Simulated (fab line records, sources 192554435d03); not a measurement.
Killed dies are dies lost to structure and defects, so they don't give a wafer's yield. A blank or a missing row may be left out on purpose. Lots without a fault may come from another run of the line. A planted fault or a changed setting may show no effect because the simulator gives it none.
Chamber matching | flow n5_finfet | N5_BEOL_M5_ETCH_67 on rie_diel-03: 4 sister chambers
The step etches SiARC in CF4, target depth 15.6 nm, time 26 s. 8 wafers are shown with their chamber, then 10 later ones without.

WAFERS WITH THEIR CHAMBER
wafer  | chamber | drypump_motor_current_A (A) | showerhead_plenum_p_Torr (Torr)
L082.5 | 0       | 6.7                         | 2.17
L084.1 | 3       | 5.9                         | 2.20
L084.2 | 0       | 6.7                         | 2.16
L086.1 | 2       | 4.9                         | 2.11
L086.2 | 1       | 6.1                         | 2.23
L086.4 | 3       | 5.9                         | 2.20
L087.2 | 2       | 4.8                         | 2.11
L087.4 | 1       | 6.1                         | 2.23

WAFERS WITHOUT THEIR CHAMBER
wafer  | drypump_motor_current_A (A) | showerhead_plenum_p_Torr (Torr)
L087.5 | 5.9                         | 2.20
L090.1 | 6.8                         | 2.16
L090.4 | 4.9                         | 2.11
L090.5 | 4.9                         | 2.11
L093.3 | 6.8                         | 2.16
L093.4 | 4.9                         | 2.10
L093.6 | 6.7                         | 2.16
L094.1 | 6.1                         | 2.23
L094.4 | 5.9                         | 2.19
L094.5 | 4.8                         | 2.10

WHICH CHAMBER EACH WENT THROUGH
wafer  | from the rows above | in truth
L087.5 | 3                   | 3
L090.1 | 0                   | 0
L090.4 | 2                   | 2
L090.5 | 2                   | 2
L093.3 | 0                   | 0
L093.4 | 2                   | 2
L093.6 | 0                   | 0
L094.1 | 1                   | 1
L094.4 | 3                   | 3
L094.5 | 2                   | 2
Placed correctly: 10 of 10. Can't be placed from these rows: 0. Placed wrongly: 0.
How it was worked out, from the rows above alone: a wafer's distance from a chamber is the root of the sum, over the readings, of the square of ((its reading less the chamber's mean) divided by the reading's scatter). The wafer belongs to the nearest chamber; if the next one is less than 2 further off, it can't be placed. A chamber's mean is the mean of its shown wafers. The scatter: the root of (the sum of the squares of (reading less its chamber's mean) over the shown wafers, divided by (wafers less chambers)).
